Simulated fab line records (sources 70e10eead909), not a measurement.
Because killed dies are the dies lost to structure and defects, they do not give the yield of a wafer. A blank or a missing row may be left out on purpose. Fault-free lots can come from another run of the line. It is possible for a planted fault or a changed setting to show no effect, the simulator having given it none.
Chamber matching    flow nand harc    NHARC_A_CONTACT_ALD_18 on ald metal-01: 4 sister chambers
The step deposits TiN, target thk 3 nm, pulse time 1 s, ald cycles 150. 4 wafers are shown with their chamber, then 7 later ones without.

== WAFERS WITH THEIR CHAMBER ==
wafer   chamber  heater power w (W)
L671.4  3        1117
L674.1  0        1138
L674.5  2        1286
L681.2  1        1069

== WAFERS WHOSE CHAMBER IS MISSING ==
wafer   heater power w (W)
L681.6  1144
L683.1  1058
L683.3  1236
L683.6  1107
L680.2  1177
L680.4  1066
L680.5  1074

== WHICH CHAMBER EACH WENT THROUGH ==
wafer   from the rows above           in truth
L681.6  can't be placed: 0 or 3       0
L683.1  can't be placed: 1 or 3       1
L683.3  can't be placed: 2 or 0       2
L683.6  can't be placed: 3 or 0 or 1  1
L680.2  can't be placed: 0 or 3       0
L680.4  can't be placed: 1 or 3       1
L680.5  can't be placed: 1 or 3       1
Placed correctly: 0 of 7. Can't be placed from these rows: 7 (the true chamber is among the candidates in 7). Number placed wrongly: 0.
How it was worked out, from the rows above alone: a wafer's distance from a chamber is the root of the sum, over the readings, of the square of ((its reading less the chamber's mean) divided by the reading's scatter). If the next closest chamber is less than 2 further off than the closest, the wafer can't be placed; otherwise it belongs to the closest. The mean given for a chamber averages the wafers shown for that chamber. The scatter (one wafer shown for each chamber): square how far every hidden wafer sits from the nearest shown wafer, average those squares and take the square root.
